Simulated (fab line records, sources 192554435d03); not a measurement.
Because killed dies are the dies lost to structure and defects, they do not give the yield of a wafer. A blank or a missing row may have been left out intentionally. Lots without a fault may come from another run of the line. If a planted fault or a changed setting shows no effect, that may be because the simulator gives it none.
Split-lot trial | flow n5-finfet | route with 1938 steps; 7 lots, 21 wafers read

## THE SPLIT
At N5_HKMG_FIN_ETCH_58 (etches SOC in N2/H2, target depth 215.8 nm, time 741 s), the setting bias-w was moved away from the recipe's 13 W on 6 of the 21 wafers read, by -11.2% to +17.8%. The other wafers ran this setting at the recipe's value.

The reading is taken at the split's own step.

## THE READING
rf-vpp-V, in V, at N5_HKMG_FIN_ETCH_58 (etches SOC in N2/H2, target depth 215.8 nm, time 741 s). Fault-free wafers of this fab line usually give 99.2 V, standard deviation 1.1 V.

wafer  | tool, chamber at the split | bias-w as run, W | against the recipe | rf-vpp-V, V | against lot-mates on the recipe
L074.1 | rie-diel-01, 2             | 13               | recipe             | 101.0       | -
L074.3 | rie-diel-01, 0             | 13               | recipe             | 99.8        | -
L074.5 | rie-diel-01, 1             | 13               | recipe             | 99.2        | -
L075.2 | rie-diel-03, 1             | 15.1             | +16.2%             | 109.8       | +9.3
L075.3 | rie-diel-03, 2             | 15.1             | +16.2%             | 109.2       | +8.7
L075.5 | rie-diel-03, 2             | 13               | recipe             | 100.5       | -
L079.2 | rie-diel-04, 0             | 15.31            | +17.8%             | 109.9       | +10.7
L079.3 | rie-diel-04, 1             | 13               | recipe             | 99.2        | -
L079.4 | rie-diel-04, 2             | 15.31            | +17.8%             | 109.2       | +10.0
L080.1 | rie-diel-03, 2             | 13               | recipe             | 99.7        | -
L080.2 | rie-diel-03, 3             | 15.05            | +15.8%             | 107.6       | +7.9
L080.6 | rie-diel-03, 0             | 13               | recipe             | 99.6        | -
L083.1 | rie-diel-03, 1             | 13               | recipe             | 98.0        | -
L083.3 | rie-diel-03, 3             | 13               | recipe             | 98.8        | -
L083.6 | rie-diel-03, 1             | 11.54            | -11.2%             | 91.4        | -7.0
L084.1 | rie-diel-03, 2             | 13               | recipe             | 100.1       | -
L084.2 | rie-diel-03, 0             | 13               | recipe             | 98.8        | -
L084.3 | rie-diel-03, 1             | 13               | recipe             | 99.4        | -
L096.1 | rie-diel-04, 2             | 13               | recipe             | 100.7       | -
L096.3 | rie-diel-04, 1             | 13               | recipe             | 99.7        | -
L096.4 | rie-diel-04, 3             | 13               | recipe             | 100.1       | -

THE FIT
A straight line over all 21 wafers: rf-vpp-V changes by +0.589 V for each +1% of bias-w; r = +0.98; the points scatter about the line by 0.85 V.
The same after taking each lot's own level away (the mean of its wafers on the recipe; 21 wafers): +0.568 V for each +1%; r = +0.99; scatter 0.53 V.
Per that fit: largest bias-w move, reading shift of 10 V.
The lots' own levels span 98.40 to 100.50 V, that is 1.9 times the standard deviation above.
Consequently the slope shifts little with the lot-to-lot level, the two slopes agreeing.
Check: +9.84 V against its lot-mates is what the line predicts for one of the wafers moved furthest among these (+17.8%) when that wafer is left out of the fit. Against them it came out at +10.7 V.
Tool readings at the split's step, against how far the setting was moved: rf-vpp-V r = +0.98.

## OTHER SPLITS APPLIED TO THESE WAFERS
Other splits were also applied to these wafers ahead of the reading. Each is held against what the fit with the lots' levels taken away leaves over:
other split on the same wafers        | wafers away from the commonest value | r with rf-vpp-V (lot level and that fit taken away)
N5_SD_EPI_N_DEVELOP_08 develop-time-s | 9                                    | -0.25
N5_SD_EPI_P_COAT_34 spin-rpm          | 6                                    | +0.46
N5_HKMG_FIN_ETCH_55 time-s            | 6                                    | -0.16

## THE WHOLE CHAIN: every reading that the file lists as answering this split, in the file's order
step                | what it does                                           | reading                                                                         | change (the file's fit)              | r (the file's)
N5_HKMG_FIN_ETCH_58 | etches SOC in N2/H2, target depth 215.8 nm, time 741 s | rf-vpp-V                                                                        | +0.56 V for each +1% of the setting  | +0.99
N5_HKMG_FIN_ETCH_58 | etches SOC in N2/H2, target depth 215.8 nm, time 741 s | SOC_of_HKMG_FIN_COAT_41.thk-nm (the simulator's own value, which no gauge read) | -1.07 nm for each +1% of the setting | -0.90
N5_HKMG_FIN_ETCH_58 | etches SOC in N2/H2, target depth 215.8 nm, time 741 s | etch.depth-nm (the simulator's own value, which no gauge read)                  | +1.08 nm for each +1% of the setting | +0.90
N5_HKMG_FIN_ETCH_58 | etches SOC in N2/H2, target depth 215.8 nm, time 741 s | HKMG_FIN.feature-depth-nm (the simulator's own value, which no gauge read)      | +1.08 nm for each +1% of the setting | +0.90

## FILE'S OWN FIT
rf-vpp-V changes by +0.56 V for each +1% of bias-w, r = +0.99.
